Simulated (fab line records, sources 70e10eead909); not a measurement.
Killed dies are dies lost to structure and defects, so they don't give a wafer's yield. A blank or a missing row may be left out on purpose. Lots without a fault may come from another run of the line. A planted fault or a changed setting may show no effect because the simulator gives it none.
fab line records | flow nand_harc
record lots=5 wafers=15 last_day=25
route steps=1159 shown A_STAIRCASE@590
lots that met no fault: from a run of the same line without faults
start_h: hours from the record's first day to the start of the lot's first wafer shown | wait_h: hours since the lot's step before | " the same as in the row above | L1.1+2: a row that stands for several wafers | - no value, or no start given | * or withheld: withheld | < > ~ a bound
route shown NAME@n: a module of which the file shows steps, and the number in the route of the first | usual: mean/standard deviation of fault-free wafers | same: alike in all rows | chamber/n: place in a boat | sites: the reading at each site | _std_site: their standard deviation | _edge_site: outer sites' mean less inner sites' | radius_mm: how far each site lies from the wafer's centre | mask NAME#n: copy n | behind: the tool/chamber that last shaped the wafer | hold: why the lot was held/for how many hours/how that ended | device: the transistor (n, p or np) that didn't switch | end of line: the same wafers' tests at the end of the route | a step without rows: its recipe alone | killed: dies lost to structure and defects at the first sort, not the wafer's yield | map: a wafer's dies, x killed, . not, _ none there
set.NAME: the setting as run; set.NAME@STEP: as run at that earlier step | model.NAME: the simulator's own value behind a step, which no gauge read
lots at some steps of the route; a table a step, a row a wafer
services: from which hour (start_h, from the record's first day; less than 0 if before it) a tool's chamber was out of use, for how many hours, and why
## steps
# step NHARC_A_STAIRCASE_TRIM_196
# recipe time_s=211.2 o2_flow_sccm=500 ar_flow_sccm=0 bias_w=0 chemistry=O2
# usual drypump_motor_current_A=5.6/0.45 oes_product_au=0.998/0.0074 rf_vpp_V=57.8/0.86 showerhead_plenum_p_Torr=3.56/0.12 throttle_valve_pct=17.036/0.0089
# same time_s=211.2
# columns lot.wafer tool chamber start_h wait_h drypump_motor_current_A oes_product_au rf_hours_counter_h rf_vpp_V showerhead_plenum_p_Torr throttle_valve_pct
L074.1 rie_diel-02 1 246.79 0.2 5.9 0.995 31 57.9 3.51 17.043
L074.4 " 3 " " 4.9 1.005 37 57.0 3.50 17.040
L074.3 " 0 " " 5.7 0.989 35 56.9 3.73 17.045
L077.2 rie_diel-05 3 256.13 0.1 5.0 0.987 30 57.1 3.62 17.034
L077.6 " 2 " " 5.7 0.981 - 58.4 3.52 17.050
L077.5 " 3 " " 5.0 1.000 - 58.8 3.62 17.031
L089.2 rie_diel-04 2 333.57 0.1 5.1 0.996 8 57.6 3.54 17.036
L089.1 " 1 " " 5.6 0.992 7 58.0 3.77 17.026
L089.5 " 3 " " 5.8 1.005 - 57.6 3.63 17.036
L094.2 rie_diel-02 0 362.11 0.1 5.7 0.992 13 58.5 3.70 17.038
L094.3 " 2 " " 6.3 0.997 13 59.0 3.67 17.043
L094.6 " 1 " " 5.8 1.002 - 57.3 3.48 17.033
L097.3 rie_diel-05 1 380.04 0.1 6.5 0.984 11 57.8 3.37 17.022
L097.5 " 2 " " 5.7 0.994 - 57.9 3.50 17.030
L097.6 " 3 " " 5.0 0.999 - 58.6 3.60 17.048
# step NHARC_A_STAIRCASE_ETCH_197
# recipe target_depth_a=1000 time_s=40.5 ion_energy_ev=400 c4f8_flow_sccm=20 o2_flow_sccm=10 ar_flow_sccm=withheld rf_w=600 bias_w=1000 chemistry=C4F8/O2
# usual oes_product_au=0.943/0.015 rf_fwd_power_W=590.7/2.5 rf_vpp_V=897/4.4
# same time_s=40.5
# columns lot.wafer tool chamber start_h wait_h oes_product_au rf_fwd_power_W rf_hours_counter_h rf_vpp_V
L074.4 rie_diel-02 3 - - 0.961 592.6 38 896
L074.1 " 0 " " 0.959 589.4 35 904
L074.3 " 1 " " 0.929 593.0 31 896
L077.2 rie_diel-05 2 - - 0.929 586.7 29 897
L077.5 " 1 " " 0.942 589.0 - 891
L077.6 " 2 " " 0.929 587.8 - 895
L089.2 rie_diel-04 3 - - 0.942 593.3 8 900
L089.1 " 1 " " 0.940 592.1 7 904
L089.5 " 3 " " 0.933 592.1 - 900
L094.3 rie_diel-02 1 - - 0.935 592.8 13 894
L094.2 " 3 " " 0.949 592.8 14 895
L094.6 " 1 " " 0.936 589.6 - 895
L097.3 rie_diel-05 1 - - 0.946 591.5 12 891
L097.5 " 2 " " 0.945 584.9 - 896
L097.6 " 3 " " 0.950 586.6 - 899
# step NHARC_A_STAIRCASE_TRIM_198
# recipe time_s=211.2 o2_flow_sccm=500 ar_flow_sccm=0 bias_w=0 chemistry=O2
# usual drypump_motor_current_A=5.6/0.46 oes_product_au=0.996/0.0077 rf_vpp_V=57.8/0.93 showerhead_plenum_p_Torr=3.56/0.12 throttle_valve_pct=17.036/0.01
# same time_s=211.2
# columns lot.wafer tool chamber start_h wait_h drypump_motor_current_A oes_product_au rf_hours_counter_h rf_vpp_V showerhead_plenum_p_Torr throttle_valve_pct
L074.3 rie_diel-02 3 - - 4.9 1.002 38 58.7 3.50 17.046
L074.4 " 0 " " 5.6 1.004 35 59.8 3.73 17.039
L074.1 " 1 " " 5.8 0.986 31 57.4 3.50 17.042
L077.2 rie_diel-05 1 - - 6.5 0.997 30 57.3 3.39 17.026
L077.5 " 2 " " 5.6 0.990 - 58.4 3.52 17.030
L077.6 " 3 " " 5.0 0.996 - 57.5 3.62 17.045
L089.2 rie_diel-04 1 - - 5.6 0.998 7 58.8 3.77 17.042
L089.1 " 2 " " 5.1 1.005 8 58.3 3.55 17.029
L089.5 " 1 " " 5.6 0.996 - 58.5 3.77 17.055
L094.2 rie_diel-02 0 - - 5.6 0.998 14 58.2 3.70 17.034
L094.3 " 3 " " 4.9 1.009 14 57.3 3.48 17.044
L094.6 " 1 " " 5.8 1.000 - 58.3 3.48 17.044
L097.3 rie_diel-05 1 - - 6.5 0.989 12 56.1 3.36 17.037
L097.6 " 1 " " 6.5 1.000 - 57.0 3.37 17.048
L097.5 " 2 " " 5.7 0.999 - 57.9 3.50 17.031
# step NHARC_A_STAIRCASE_ETCH_199
# recipe target_depth_a=1000 time_s=40.5 ion_energy_ev=400 c4f8_flow_sccm=20 o2_flow_sccm=10 ar_flow_sccm=withheld rf_w=600 bias_w=1000 chemistry=C4F8/O2
# usual oes_product_au=0.940/0.01 rf_fwd_power_W=591.2/2.7 rf_vpp_V=897/4.5
# same time_s=40.5
# columns lot.wafer tool chamber start_h wait_h oes_product_au rf_fwd_power_W rf_hours_counter_h rf_vpp_V
L074.4 rie_diel-02 1 - - 0.937 591.3 31 896
L074.3 " 2 " " 0.944 593.1 38 904
L074.1 " 0 " " 0.960 592.7 35 903
L077.2 rie_diel-05 2 - - 0.935 584.6 29 896
L077.5 " 3 " " 0.935 592.0 - 900
L077.6 " 0 " " 0.953 593.2 - 892
L089.1 rie_diel-04 1 - - 0.935 594.6 7 904
L089.2 " 2 " " 0.944 589.4 8 897
L089.5 " 0 " " 0.936 588.5 - 892
L094.2 rie_diel-02 2 - - 0.929 592.6 13 900
L094.3 " 0 " " 0.934 590.5 14 901
L094.6 " 2 " " 0.934 593.3 - 901
L097.3 rie_diel-05 2 - - 0.933 583.1 11 896
L097.6 " 1 " " 0.933 591.1 - 890
L097.5 " 2 " " 0.927 584.0 - 895
# step NHARC_A_STAIRCASE_TRIM_200
# recipe time_s=211.2 o2_flow_sccm=500 ar_flow_sccm=0 bias_w=0 chemistry=O2
# usual drypump_motor_current_A=5.6/0.46 oes_product_au=0.996/0.008 rf_vpp_V=57.8/0.94 showerhead_plenum_p_Torr=3.55/0.13 throttle_valve_pct=17.036/0.0087
# same time_s=211.2
# columns lot.wafer tool chamber start_h wait_h drypump_motor_current_A oes_product_au rf_hours_counter_h rf_vpp_V showerhead_plenum_p_Torr throttle_valve_pct
L074.1 rie_diel-02 1 - - 5.8 0.995 31 57.1 3.50 17.036
L074.3 " 2 " " 6.3 0.995 38 57.0 3.69 17.035
L074.4 " 3 " " 4.9 0.997 38 59.5 3.50 17.034
L077.2 rie_diel-05 0 - - 5.3 0.995 31 58.0 3.41 17.042
L077.6 " 3 " " 5.0 0.987 - 56.6 3.62 17.037
L077.5 " 0 " " 5.3 0.995 - 56.9 3.41 17.035
L089.1 rie_diel-04 0 - - 5.4 0.992 8 59.7 3.42 17.018
L089.2 " 1 " " 5.6 1.010 8 58.4 3.77 17.031
L089.5 " 1 " " 5.6 0.999 - 59.3 3.77 17.035
L094.2 rie_diel-02 0 - - 5.7 0.995 14 58.8 3.70 17.043
L094.3 " 3 " " 4.9 1.004 14 57.3 3.48 17.045
L094.6 " 0 " " 5.6 0.989 - 59.4 3.70 17.031
L097.3 rie_diel-05 0 - - 5.3 1.001 12 58.0 3.39 17.044
L097.6 " 0 " " 5.3 0.992 - 56.6 3.39 17.032
L097.5 " 1 " " 6.5 1.008 - 58.8 3.36 17.031
# step NHARC_A_STAIRCASE_ETCH_201
# recipe target_depth_a=1000 time_s=40.5 ion_energy_ev=400 c4f8_flow_sccm=20 o2_flow_sccm=10 ar_flow_sccm=withheld rf_w=600 bias_w=1000 chemistry=C4F8/O2
# usual oes_product_au=0.940/0.01 rf_fwd_power_W=591.1/2.6 rf_vpp_V=897/4.4
# same time_s=40.5
# columns lot.wafer tool chamber start_h wait_h oes_product_au rf_fwd_power_W rf_hours_counter_h rf_vpp_V
L074.3 rie_diel-02 1 - - 0.934 588.9 31 895
L074.4 " 3 " " 0.936 592.9 38 893
L074.1 " 0 " " 0.939 589.6 35 902
L077.2 rie_diel-05 1 - - 0.936 593.2 30 891
L077.5 " 2 " " 0.931 586.2 - 895
L077.6 " 3 " " 0.932 587.3 - 901
L089.2 rie_diel-04 1 - - 0.930 595.9 8 905
L089.1 " 0 " " 0.938 589.0 8 892
L089.5 " 1 " " 0.933 597.6 - 904
L094.3 rie_diel-02 3 - - 0.953 592.6 15 895
L094.2 " 2 " " 0.943 592.6 14 901
L094.6 " 0 " " 0.940 590.4 - 902
L097.3 rie_diel-05 2 - - 0.951 588.7 11 895
L097.5 " 0 " " 0.943 592.4 - 890
L097.6 " 1 " " 0.939 590.2 - 890
# step NHARC_A_STAIRCASE_TRIM_202
# recipe time_s=211.2 o2_flow_sccm=500 ar_flow_sccm=0 bias_w=0 chemistry=O2
# usual drypump_motor_current_A=5.6/0.45 oes_product_au=0.996/0.0082 rf_vpp_V=57.8/0.85 showerhead_plenum_p_Torr=3.56/0.12 throttle_valve_pct=17.037/0.0091
# same time_s=211.2
# columns lot.wafer tool chamber start_h wait_h drypump_motor_current_A oes_product_au rf_hours_counter_h rf_vpp_V showerhead_plenum_p_Torr throttle_valve_pct
L074.4 rie_diel-02 2 - - 6.2 0.998 38 57.9 3.69 17.027
L074.3 " 3 " " 4.9 1.001 38 57.0 3.50 17.027
L074.1 " 0 " " 5.6 0.998 35 58.2 3.73 17.030
L077.2 rie_diel-05 0 - - 5.3 0.988 32 56.9 3.41 17.041
L077.6 " 3 " " 5.0 0.986 - 56.2 3.62 17.029
L077.5 " 0 " " 5.2 0.985 - 57.7 3.41 17.043
L089.2 rie_diel-04 0 - - 5.4 0.989 8 58.8 3.42 17.033
L089.1 " 1 " " 5.5 0.990 8 59.1 3.77 17.017
L089.5 " 2 " " 5.1 0.999 - 57.0 3.54 17.036
L094.2 rie_diel-02 3 - - 4.9 1.006 15 58.4 3.48 17.029
L094.3 " 0 " " 5.7 0.991 14 58.7 3.70 17.027
L094.6 " 0 " " 5.7 0.989 - 59.2 3.70 17.042
L097.3 rie_diel-05 0 - - 5.3 0.984 12 57.5 3.39 17.035
L097.6 " 3 " " 5.0 0.984 - 57.0 3.60 17.048
L097.5 " 0 " " 5.3 0.996 - 56.8 3.39 17.031
# step NHARC_A_STAIRCASE_ETCH_203
# recipe target_depth_a=1000 time_s=40.5 ion_energy_ev=400 c4f8_flow_sccm=20 o2_flow_sccm=10 ar_flow_sccm=withheld rf_w=600 bias_w=1000 chemistry=C4F8/O2
# usual oes_product_au=0.940/0.0094 rf_fwd_power_W=590.9/2.7 rf_vpp_V=897/4.5
# same time_s=40.5
# columns lot.wafer tool chamber start_h wait_h oes_product_au rf_fwd_power_W rf_hours_counter_h rf_vpp_V
L074.1 rie_diel-02 3 - - 0.939 590.2 38 896
L074.4 " 1 " " 0.940 594.7 32 894
L074.3 " 2 " " 0.940 595.0 38 902
L077.2 rie_diel-05 0 - - 0.929 590.2 32 893
L077.5 " 0 " " 0.938 590.3 - 892
L077.6 " 1 " " 0.935 593.0 - 892
L089.1 rie_diel-04 0 - - 0.944 584.9 8 893
L089.2 " 2 " " 0.935 595.0 9 898
L089.5 " 3 " " 0.937 591.2 - 899
L094.2 rie_diel-02 0 - - 0.941 590.4 14 902
L094.3 " 3 " " 0.945 590.0 15 896
L094.6 " 1 " " 0.941 590.2 - 895
L097.3 rie_diel-05 0 - - 0.935 595.3 13 891
L097.5 " 2 " " 0.932 586.8 - 894
L097.6 " 3 " " 0.918 588.8 - 897
# step NHARC_A_STAIRCASE_STRIP_205
# recipe power_w=1500 temp_c=250 chemistry=O2
# usual drypump_motor_current_A=6.17/0.2 heater_power_w=328/18
# columns lot.wafer tool chamber start_h wait_h drypump_motor_current_A heater_power_w rf_hours_counter_h
L074.1 plasma_asher-02 1 248.14 0.1 6.01 351 17
L074.4 " 1 " " 5.97 341 -
L074.3 " 0 " " 6.41 304 -
L077.2 plasma_asher-02 0 257.65 0.1 6.37 296 21
L077.5 " 0 " " 6.42 303 -
L077.6 " 1 " " 6.01 341 -
L089.1 plasma_asher-02 1 334.99 0.3 5.95 343 34
L089.2 " 0 " " 6.36 293 34
L089.5 " 1 " " 5.95 340 -
L094.2 plasma_asher-01 1 364.05 0.8 5.98 314 42
L094.3 " 1 " " 5.97 318 -
L094.6 " 0 " " 6.38 340 -
L097.3 plasma_asher-01 0 381.98 0.2 6.34 334 -
L097.6 " 1 " " 5.99 312 -
L097.5 " 0 " " 6.34 333 -
# step NHARC_A_STAIRCASE_STRIP_206
# recipe time_s=900 temp_c=130 chemistry=SPM
# same time_s=900
# columns lot.wafer tool chamber start_h wait_h
L074.3+4+1 wet_bench-05 1,4,5 248.49 0.2
L077.2+5+6 wet_bench-07 1,2,4 258.03 0.3
L089.1+2+5 wet_bench-07 7,0,1 335.37 0.3
L094.2+6+3 wet_bench-07 4,6,7 364.43 0.3
L097.5+6+3 wet_bench-07 3,4,6 382.22 0.1
# step NHARC_A_STAIRCASE_PRECLEAN_207
# recipe time_s=* temp_c=50 bath_age_min=0 chemistry=SC1
# same bath_age_min=0 time_s=*
# columns lot.wafer tool chamber start_h wait_h
L074.3+4+1 wet_bench-05 1,4,5 - -
L077.2+5+6 wet_bench-07 1,2,4 - -
L089.1+2+5 wet_bench-07 7,0,1 - -
L094.2+6+3 wet_bench-07 4,6,7 - -
L097.5+6+3 wet_bench-07 3,4,6 - -
# step NHARC_A_STAIRCASE_SRD_208
# columns lot.wafer tool chamber start_h wait_h
L074.3+4+1 wet_bench-05 1,4,5 - -
L077.2+5+6 wet_bench-07 1,2,4 - -
L089.1+2+5 wet_bench-07 7,0,1 - -
L094.2+6+3 wet_bench-07 4,6,7 - -
L097.5+6+3 wet_bench-07 3,4,6 - -
# step NHARC_A_STAIRCASE_DEHYDRATE_209
# recipe temp_c=150 time_s=120
# same time_s=120
# columns lot.wafer tool chamber start_h wait_h
L074.1+3+4 litho_track-02 0 248.94 -
L077.2+5+6 litho_track-05 0 258.48 -
L089.1+2+5 litho_track-05 0 335.80 -
L094.2+3+6 litho_track-02 0 364.94 -
L097.3+5+6 litho_track-05 0 382.73 -
# step NHARC_A_STAIRCASE_HMDS_210
# recipe time_s=30
# same time_s=30
# columns lot.wafer tool chamber start_h wait_h
L074.1+3+4 litho_track-02 0 - -
L077.2+5+6 litho_track-05 0 - -
L089.1+2+5 litho_track-05 0 - -
L094.2+3+6 litho_track-02 0 - -
L097.3+5+6 litho_track-05 0 - -
# step NHARC_A_STAIRCASE_COAT_211
# recipe spin_rpm=1200
# columns lot.wafer tool chamber start_h wait_h
L074.1+3+4 litho_track-02 0 - -
L077.2+5+6 litho_track-05 0 - -
L089.1+2+5 litho_track-05 0 - -
L094.2+3+6 litho_track-02 0 - -
L097.3+5+6 litho_track-05 0 - -
# step NHARC_A_STAIRCASE_SOFTBAKE_212
# recipe temp_c=135 time_s=170
# same time_s=170
# columns lot.wafer tool chamber start_h wait_h
L074.1+3+4 litho_track-02 0 - -
L077.2+5+6 litho_track-05 0 - -
L089.1+2+5 litho_track-05 0 - -
L094.2+3+6 litho_track-02 0 - -
L097.3+5+6 litho_track-05 0 - -
# step NHARC_A_STAIRCASE_EBR_213
# columns lot.wafer tool chamber start_h wait_h
L074.1+3+4 litho_track-02 0 - -
L077.2+5+6 litho_track-05 0 - -
L089.1+2+5 litho_track-05 0 - -
L094.2+3+6 litho_track-02 0 - -
L097.3+5+6 litho_track-05 0 - -
# step NHARC_A_STAIRCASE_EXPOSE_214
# recipe na=0.5 dose_mj=31.26 mask_id=STAIR_3
# usual exposure_dose_mJ_cm2=31.26/0.031 stage_vel_mm_s=500.02/0.24
# columns lot.wafer tool chamber start_h wait_h mask exposure_dose_mJ_cm2 stage_vel_mm_s
L074.1 krf_scanner-02 0 249.15 - STAIR_3#0 31.25 500.18
L074.3 " 0 " " STAIR_3#0 31.25 500.28
L074.4 " 0 " " STAIR_3#0 31.28 500.05
L077.2 krf_scanner-03 0 258.81 - STAIR_3#0 31.29 500.22
L077.5 " 0 " " STAIR_3#0 31.25 500.31
L077.6 " 0 " " STAIR_3#0 31.20 500.10
L089.1 krf_scanner-02 0 336.14 - STAIR_3#0 31.30 500.06
L089.2 " 0 " " STAIR_3#0 31.28 500.14
L089.5 " 0 " " STAIR_3#0 31.29 500.16
L094.2 krf_scanner-04 0 365.28 - STAIR_3#0 31.24 499.95
L094.3 " 0 " " STAIR_3#0 31.22 499.86
L094.6 " 0 " " STAIR_3#0 31.29 499.99
L097.3 krf_scanner-04 0 383.07 - STAIR_3#0 31.24 499.66
L097.5 " 0 " " STAIR_3#0 31.27 500.02
L097.6 " 0 " " STAIR_3#0 31.21 499.92
# step NHARC_A_STAIRCASE_PEB_215
# recipe peb_temp_c=115 peb_time_s=130
# same peb_time_s=130
# columns lot.wafer tool chamber start_h wait_h
L074.1+3+4 litho_track-03 0 249.22 0.1
L077.2+5+6 litho_track-05 0 258.88 0.1
L089.1+2+5 litho_track-02 0 336.20 0.1
L094.2+3+6 litho_track-05 0 365.34 0.1
L097.3+5+6 litho_track-05 0 383.13 0.1
# step NHARC_A_STAIRCASE_DEVELOP_216
# recipe time_s=140
# same time_s=140
# columns lot.wafer tool chamber start_h wait_h
L074.1+3+4 litho_track-03 0 - -
L077.2+5+6 litho_track-05 0 - -
L089.1+2+5 litho_track-02 0 - -
L094.2+3+6 litho_track-05 0 - -
L097.3+5+6 litho_track-05 0 - -
# step NHARC_A_STAIRCASE_HARDBAKE_218
# recipe temp_c=120 time_s=140
# same time_s=140
# columns lot.wafer tool chamber start_h wait_h
L074.1+3+4 litho_track-03 0 249.43 -
L077.2+5+6 litho_track-05 0 259.10 -
L089.1+2+5 litho_track-03 0 336.43 -
L094.2+3+6 litho_track-03 0 365.57 -
L097.3+5+6 litho_track-02 0 383.36 -
# step NHARC_A_STAIRCASE_DESCUM_219
# recipe time_s=3 o2_flow_sccm=200 ar_flow_sccm=0 bias_power_w=0 chemistry=O2
# usual drypump_motor_current_A=5.5/0.45 oes_product_au=0.995/0.0079 rf_vpp_V=57.9/0.95 showerhead_plenum_p_Torr=1.92/0.072 throttle_valve_pct=11.310/0.0084
# same time_s=3
# columns lot.wafer tool chamber start_h wait_h drypump_motor_current_A oes_product_au rf_hours_counter_h rf_vpp_V showerhead_plenum_p_Torr throttle_valve_pct
L074.1 rie_diel-02 3 249.53 - 4.9 1.001 39 58.0 1.90 11.313
L074.3 " 0 " " 5.7 0.995 36 59.1 2.03 11.304
L074.4 " 1 " " 5.8 0.986 32 57.0 1.90 11.314
L077.2 rie_diel-05 1 259.20 - 6.5 0.986 31 59.5 1.83 11.315
L077.5 " 3 " " 5.0 0.989 - 59.3 1.97 11.309
L077.6 " 0 " " 5.3 0.976 - 57.7 1.85 11.306
L089.1 rie_diel-04 0 336.52 - 5.4 0.997 9 58.0 1.85 11.298
L089.2 " 1 " " 5.5 0.998 8 57.7 2.05 11.313
L089.5 " 1 " " 5.5 1.001 - 59.3 2.05 11.304
L094.3 rie_diel-04 3 365.68 - 5.7 0.997 22 58.4 1.97 11.325
L094.2 " 0 " " 5.4 0.991 22 57.7 1.85 11.314
L094.6 " 3 " " 5.7 0.992 - 57.5 1.97 11.311
L097.3 rie_diel-05 2 383.48 - 5.6 0.993 12 57.4 1.90 11.305
L097.6 " 3 " " 5.0 0.991 - 57.8 1.95 11.318
L097.5 " 0 " " 5.3 0.997 - 58.0 1.83 11.325
# step NHARC_A_STAIRCASE_TRIM_220
# recipe time_s=211.2 o2_flow_sccm=500 ar_flow_sccm=0 bias_w=0 chemistry=O2
# usual drypump_motor_current_A=5.6/0.44 oes_product_au=0.996/0.0081 rf_vpp_V=57.9/0.92 showerhead_plenum_p_Torr=3.54/0.12 throttle_valve_pct=17.035/0.0095
# same time_s=211.2
# columns lot.wafer tool chamber start_h wait_h drypump_motor_current_A oes_product_au rf_hours_counter_h rf_vpp_V showerhead_plenum_p_Torr throttle_valve_pct
L074.4 rie_diel-02 3 249.61 0.1 4.9 1.002 39 58.1 3.50 17.055
L074.3 " 0 " " 5.7 1.002 36 59.2 3.73 17.042
L074.1 " 2 " " 6.2 0.998 38 58.1 3.69 17.033
L077.2 rie_diel-05 0 259.38 0.2 5.3 0.986 33 57.6 3.41 17.043
L077.6 " 2 " " 5.7 0.988 - 58.2 3.52 17.035
L077.5 " 3 " " 5.0 0.996 - 56.8 3.62 17.035
L089.2 rie_diel-04 0 336.70 0.2 5.4 0.996 9 57.9 3.42 17.037
L089.1 " 2 " " 5.1 0.998 9 58.0 3.54 17.034
L089.5 " 0 " " 5.4 0.997 - 57.4 3.42 17.028
L094.2 rie_diel-04 3 365.76 0.1 5.7 0.992 23 58.2 3.62 17.030
L094.3 " 1 " " 5.6 0.994 21 58.1 3.76 17.027
L094.6 " 3 " " 5.7 1.007 - 58.7 3.62 17.026
L097.3 rie_diel-05 1 383.59 0.1 6.5 1.005 14 57.6 3.36 17.038
L097.6 " 2 " " 5.7 1.003 - 57.6 3.50 17.031
L097.5 " 3 " " 5.0 0.993 - 57.5 3.60 17.031
# step NHARC_A_STAIRCASE_ETCH_221
# recipe target_depth_a=1000 time_s=40.5 ion_energy_ev=400 c4f8_flow_sccm=20 o2_flow_sccm=10 ar_flow_sccm=withheld rf_w=600 bias_w=1000 chemistry=C4F8/O2
# usual oes_product_au=0.933/0.012 rf_fwd_power_W=590.9/2.7 rf_vpp_V=896/4.6
# same time_s=40.5
# columns lot.wafer tool chamber start_h wait_h oes_product_au rf_fwd_power_W rf_hours_counter_h rf_vpp_V
L074.4 rie_diel-02 2 - - 0.965 594.8 38 902
L074.1 " 0 " " 0.943 591.1 36 903
L074.3 " 1 " " 0.965 590.3 32 894
L077.2 rie_diel-05 2 - - 0.928 584.3 30 896
L077.5 " 3 " " 0.925 589.3 - 899
L077.6 " 0 " " 0.928 589.0 - 890
L089.2 rie_diel-04 2 - - 0.942 592.6 10 898
L089.1 " 0 " " 0.925 587.4 10 893
L089.5 " 1 " " 0.933 593.2 - 905
L094.2 rie_diel-04 2 - - 0.941 591.4 24 897
L094.3 " 3 " " 0.933 589.0 23 900
L094.6 " 0 " " 0.937 589.8 - 892
L097.3 rie_diel-05 1 - - 0.954 590.0 14 890
L097.5 " 1 " " 0.951 591.0 - 891
L097.6 " 2 " " 0.934 585.8 - 896
# step NHARC_A_STAIRCASE_TRIM_222
# recipe time_s=211.2 o2_flow_sccm=500 ar_flow_sccm=0 bias_w=0 chemistry=O2
# usual drypump_motor_current_A=5.5/0.44 oes_product_au=0.996/0.0083 rf_vpp_V=57.8/0.85 showerhead_plenum_p_Torr=3.54/0.12 throttle_valve_pct=17.037/0.0082
# same time_s=211.2
# columns lot.wafer tool chamber start_h wait_h drypump_motor_current_A oes_product_au rf_hours_counter_h rf_vpp_V showerhead_plenum_p_Torr throttle_valve_pct
L074.3 rie_diel-02 0 - - 5.6 0.996 36 58.5 3.73 17.047
L074.1 " 1 " " 5.8 0.981 32 57.5 3.50 17.032
L074.4 " 2 " " 6.3 0.997 38 58.4 3.69 17.037
L077.2 rie_diel-05 2 - - 5.6 0.989 30 58.1 3.52 17.039
L077.6 " 1 " " 6.5 0.988 - 56.2 3.39 17.059
L077.5 " 2 " " 5.6 0.984 - 56.7 3.52 17.036
L089.1 rie_diel-04 2 - - 5.1 1.005 10 58.4 3.54 17.042
L089.2 " 3 " " 5.8 1.002 10 59.3 3.63 17.039
L089.5 " 1 " " 5.5 0.999 - 56.7 3.77 17.041
L094.2 rie_diel-04 2 - - 5.1 0.997 24 57.6 3.54 17.044
L094.3 " 3 " " 5.7 1.007 23 57.7 3.62 17.040
L094.6 " 1 " " 5.6 0.995 - 57.9 3.76 17.040
L097.3 rie_diel-05 2 - - 5.7 0.995 12 57.8 3.50 17.034
L097.5 " 0 " " 5.3 0.988 - 57.9 3.39 17.036
L097.6 " 1 " " 6.4 1.002 - 58.1 3.36 17.027
# step NHARC_A_STAIRCASE_ETCH_223
# recipe target_depth_a=1000 time_s=40.5 ion_energy_ev=400 c4f8_flow_sccm=20 o2_flow_sccm=10 ar_flow_sccm=withheld rf_w=600 bias_w=1000 chemistry=C4F8/O2
# usual oes_product_au=0.936/0.011 rf_fwd_power_W=590.9/2.7 rf_vpp_V=896/4.3
# same time_s=40.5
# columns lot.wafer tool chamber start_h wait_h oes_product_au rf_fwd_power_W rf_hours_counter_h rf_vpp_V
L074.1 rie_diel-02 3 - - 0.949 589.4 39 896
L074.4 " 1 " " 0.940 590.5 32 894
L074.3 " 2 " " 0.962 591.8 38 902
L077.2 rie_diel-05 2 - - 0.935 590.0 30 895
L077.5 " 0 " " 0.939 593.8 - 891
L077.6 " 1 " " 0.929 593.8 - 892
L089.2 rie_diel-04 3 - - 0.938 591.8 10 901
L089.1 " 0 " " 0.924 588.9 10 893
L089.5 " 0 " " 0.932 589.6 - 890
L094.3 rie_diel-04 2 - - 0.937 592.2 24 896
L094.2 " 3 " " 0.935 593.5 23 900
L094.6 " 2 " " 0.926 594.2 - 897
L097.3 rie_diel-05 3 - - 0.947 590.4 14 898
L097.5 " 2 " " 0.943 590.3 - 894
L097.6 " 3 " " 0.938 588.8 - 898
# step NHARC_A_STAIRCASE_TRIM_224
# recipe time_s=211.2 o2_flow_sccm=500 ar_flow_sccm=0 bias_w=0 chemistry=O2
# usual drypump_motor_current_A=5.5/0.44 oes_product_au=0.996/0.008 rf_vpp_V=57.9/0.93 showerhead_plenum_p_Torr=3.54/0.12 throttle_valve_pct=17.035/0.0086
# same time_s=211.2
# columns lot.wafer tool chamber start_h wait_h drypump_motor_current_A oes_product_au rf_hours_counter_h rf_vpp_V showerhead_plenum_p_Torr throttle_valve_pct
L074.1 rie_diel-02 1 - - 5.8 0.984 32 58.4 3.50 17.047
L074.3 " 3 " " 4.9 1.012 39 58.0 3.50 17.044
L074.4 " 0 " " 5.7 0.996 36 58.0 3.73 17.031
L077.2 rie_diel-05 3 - - 5.0 0.994 32 57.2 3.62 17.021
L077.5 " 3 " " 5.0 1.002 - 57.2 3.62 17.028
L077.6 " 0 " " 5.3 0.996 - 56.2 3.41 17.036
L089.2 rie_diel-04 0 - - 5.4 0.993 10 58.5 3.42 17.044
L089.1 " 1 " " 5.6 1.008 9 58.5 3.77 17.011
L089.5 " 3 " " 5.8 1.008 - 58.3 3.62 17.040
L094.2 rie_diel-04 2 - - 5.1 1.005 24 59.3 3.54 17.027
L094.3 " 3 " " 5.8 1.002 23 59.3 3.62 17.037
L094.6 " 0 " " 5.4 0.991 - 57.0 3.42 17.033
L097.3 rie_diel-05 2 - - 5.7 0.996 12 57.4 3.50 17.039
L097.5 " 3 " " 5.0 1.000 - 57.6 3.60 17.038
L097.6 " 0 " " 5.3 1.011 - 57.6 3.39 17.026
# step NHARC_A_STAIRCASE_ETCH_225
# recipe target_depth_a=1000 time_s=40.5 ion_energy_ev=400 c4f8_flow_sccm=20 o2_flow_sccm=10 ar_flow_sccm=withheld rf_w=600 bias_w=1000 chemistry=C4F8/O2
# usual oes_product_au=0.938/0.011 rf_fwd_power_W=590.6/2.7 rf_vpp_V=896/4.7
# same time_s=40.5
# columns lot.wafer tool chamber start_h wait_h oes_product_au rf_fwd_power_W rf_hours_counter_h rf_vpp_V
L074.1 rie_diel-02 0 - - 0.955 589.7 36 902
L074.3 " 1 " " 0.935 593.6 32 896
L074.4 " 2 " " 0.944 594.3 38 903
L077.2 rie_diel-05 1 - - 0.950 589.6 32 892
L077.6 " 1 " " 0.943 590.2 - 890
L077.5 " 2 " " 0.933 585.7 - 895
L089.1 rie_diel-04 3 - - 0.947 589.9 10 899
L089.2 " 0 " " 0.939 586.7 10 891
L089.5 " 3 " " 0.941 592.9 - 900
L094.2 rie_diel-04 3 - - 0.936 589.5 23 900
L094.3 " 0 " " 0.939 584.1 22 892
L094.6 " 2 " " 0.949 592.8 - 896
L097.3 rie_diel-05 3 - - 0.930 590.0 14 900
L097.5 " 3 " " 0.940 592.1 - 898
L097.6 " 0 " " 0.933 595.1 - 892
## services
# columns tool chamber start_h hours kind
litho_track-05 - 237.00 7.0 pm
rie_diel-05 0 246.36 - clean
rie_diel-05 1 246.36 - clean
rie_diel-02 - 268.13 0.7 repair
wet_bench-07 - 272.00 8.0 pm
plasma_asher-02 - 273.06 40.6 repair
plasma_asher-01 - 276.38 9.0 pm
rie_diel-02 - 281.04 0.8 repair
rie_diel-04 - 289.09 9.0 pm
krf_scanner-03 - 291.51 1.0 repair
krf_scanner-04 - 298.00 4.0 pm
rie_diel-04 - 314.14 16.1 repair
rie_diel-02 - 328.27 9.0 pm
krf_scanner-03 - 340.00 4.0 pm
litho_track-02 - 340.02 7.0 pm
rie_diel-05 - 340.68 9.0 pm
krf_scanner-03 - 351.70 0.3 repair
krf_scanner-02 - 355.62 0.4 repair
rie_diel-04 1 359.93 2.0 repair
plasma_asher-02 - 360.11 9.0 pm
rie_diel-02 3 366.58 10.0 repair
wet_bench-05 - 372.80 8.0 pm
plasma_asher-01 - 374.16 0.9 repair
krf_scanner-02 - 382.02 4.0 pm
## key
fault none
